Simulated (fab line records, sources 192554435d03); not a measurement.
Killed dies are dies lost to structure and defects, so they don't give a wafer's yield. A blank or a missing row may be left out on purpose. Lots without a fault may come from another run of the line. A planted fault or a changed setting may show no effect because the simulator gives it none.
Chamber matching | flow n5_finfet | N5_BEOL_M3_CVD_47 on cvd_co-01: 3 sister chambers
The step deposits Co from CCTBA/H2, target thk 3 nm, time 223.8 s. 6 wafers are shown with their chamber, then 7 later ones without.

WAFERS WITH THEIR CHAMBER
wafer  | chamber | run_length_s (s)
L537.2 | 0       | 247.2
L543.1 | 2       | 246.0
L543.5 | 1       | 245.9
L544.1 | 1       | 246.3
L544.4 | 2       | 245.7
L544.5 | 0       | 247.3

WAFERS WITHOUT THEIR CHAMBER
wafer  | run_length_s (s)
L546.1 | 245.9
L546.3 | 247.1
L546.6 | 247.2
L550.2 | 245.8
L550.5 | 246.2
L551.1 | 246.3
L551.5 | 246.0

WHICH CHAMBER EACH WENT THROUGH
wafer  | from the rows above     | in truth
L546.1 | can't be placed: 2 or 1 | 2
L546.3 | 0                       | 0
L546.6 | 0                       | 0
L550.2 | can't be placed: 2 or 1 | 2
L550.5 | can't be placed: 1 or 2 | 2
L551.1 | can't be placed: 1 or 2 | 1
L551.5 | can't be placed: 1 or 2 | 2
Placed correctly: 2 of 7. Can't be placed from these rows: 5 (the true chamber is among the candidates in 5). Placed wrongly: 0.
How it was worked out, from the rows above alone: a wafer's distance from a chamber is the root of the sum, over the readings, of the square of ((its reading less the chamber's mean) divided by the reading's scatter). The wafer belongs to the nearest chamber; if the next one is less than 2 further off, it can't be placed. A chamber's mean is the mean of its shown wafers. The scatter: the root of (the sum of the squares of (reading less its chamber's mean) over the shown wafers, divided by (wafers less chambers)).
